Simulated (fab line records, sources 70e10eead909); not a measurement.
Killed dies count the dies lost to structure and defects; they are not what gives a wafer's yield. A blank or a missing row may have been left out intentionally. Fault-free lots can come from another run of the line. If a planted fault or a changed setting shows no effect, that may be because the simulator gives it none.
A struck lot beside a sound one || flow nand_harc || 14 steps out of a route of 1302
Sound: the wafers L845.1, L845.4, L845.6. Wafers L860.5, L860.6 were the ones struck. At the end, the cause is stated.
For every step that has rows: the tool of each side, followed by ch and its chambers, followed by its first start. Under that, the readings that differ: sound wafers || struck wafers || difference of the means || sigmas: that difference in standard deviations of wafers without a fault.
alike: readings whose means differ by less than 2 such deviations, and words and numbers that are the same on both sides. not compared: withheld readings, readings that some wafer has no value for, bounds like >300 that may hide the same value, and numbers for which the record gives no deviation and whose values overlap.
The two part at a step that has a row with sigmas, a row that says differs or no value, or rows on one side only. Numbers that have no deviation but don't overlap get no sigmas and don't part them. A reading missing from all wafers of one side parts the sides only when that side holds two or more wafers.

first, 2 steps without rows for these wafers: NHARC_A_SOURCE_PLATE_SRD_01; NHARC_A_SOURCE_PLATE_OXIDE_02 (material SiO2, target thk 10 nm, ox time 1362 s).
NHARC_A_SOURCE_PLATE_THK_MEAS_09: measures by ellipsometry.
  sound on film_metro-01 at day 8 11:01; struck on film_metro-01 at day 14 15:11
  alike: thk_nm
then, 3 steps without rows for these wafers: NHARC_A_SOURCE_PLATE_PVD_04 (deposits WSi2, target thk 50 nm); NHARC_A_SOURCE_PLATE_CVD_03 (deposits poly-Si, target thk 200 nm, time 4000 s); NHARC_A_SOURCE_PLATE_ANNEAL_05 (time 1800 s).
NHARC_A_SOURCE_PLATE_THK_MEAS_06: measures by ellipsometry.
  sound on film_metro-01 at day 9 00:02; struck on film_metro-01 at day 15 04:02
  alike: thk_nm
NHARC_A_SOURCE_PLATE_INSPECT_08:
  sound on defect_inspect-01 at day 9 00:06; struck on defect_inspect-01 at day 15 04:06
  alike: raw_defect_count
following that, 1 step holds no rows for these wafers, namely NHARC_A_ONON_D1_DEP_00 (target thickness 1000 nm).
NHARC_A_ONON_D1_THK_MEAS_02: measures by ellipsometry.
  sound on film_metro-01 at day 9 00:40; struck on film_metro-02 at day 15 04:41
  alike: thk_nm
NHARC_A_ONON_D1_DEP_03: target thk 1000 nm.
  sound on pecvd_onon-01 ch 0, day 9 00:44; struck on pecvd_onon-03 ch 0, day 15 04:58
NHARC_A_ONON_D1_THK_MEAS_05: measures by ellipsometry.
  sound on film_metro-02 at day 9 01:14; struck on film_metro-01 at day 15 05:14
{"reading": "thk_nm (nm)", "sound": "1016 1016 1016", "struck": "1215 1213", "difference": "+198", "sigmas": "+20"}
following that, 1 step holds no rows for these wafers, namely NHARC_A_ONON_D1_DEP_06 (target thickness 1000 nm).
-- jump in the record: it breaks off in module A_ONON_D1 and resumes in module END (first step shown: number 1302 of the route), and 16 days separate the struck wafers' starts before and after --
NHARC_END_SORT_01:
  sound on prober-01 ch 0, day 25 17:38; struck on prober-02 ch 0, day 31 14:36
{"reading": "killed_at_array", "sound": "80 66 64", "struck": "677 673", "difference": "+605", "sigmas": "+36"}
{"reading": "killed_at_other", "sound": "3 5 3", "struck": "0 1", "difference": -3, "sigmas": -3}
{"reading": "killed_dies", "sound": "88 72 72", "struck": "677 677", "difference": "+600", "sigmas": "+35"}
  alike: killed_at_periphery, killed_open, killed_short

## WHERE THEY PART
Earliest at NHARC_A_ONON_D1_THK_MEAS_05; latest, in this record, at NHARC_END_SORT_01.

WHY: whatever the simulator had introduced
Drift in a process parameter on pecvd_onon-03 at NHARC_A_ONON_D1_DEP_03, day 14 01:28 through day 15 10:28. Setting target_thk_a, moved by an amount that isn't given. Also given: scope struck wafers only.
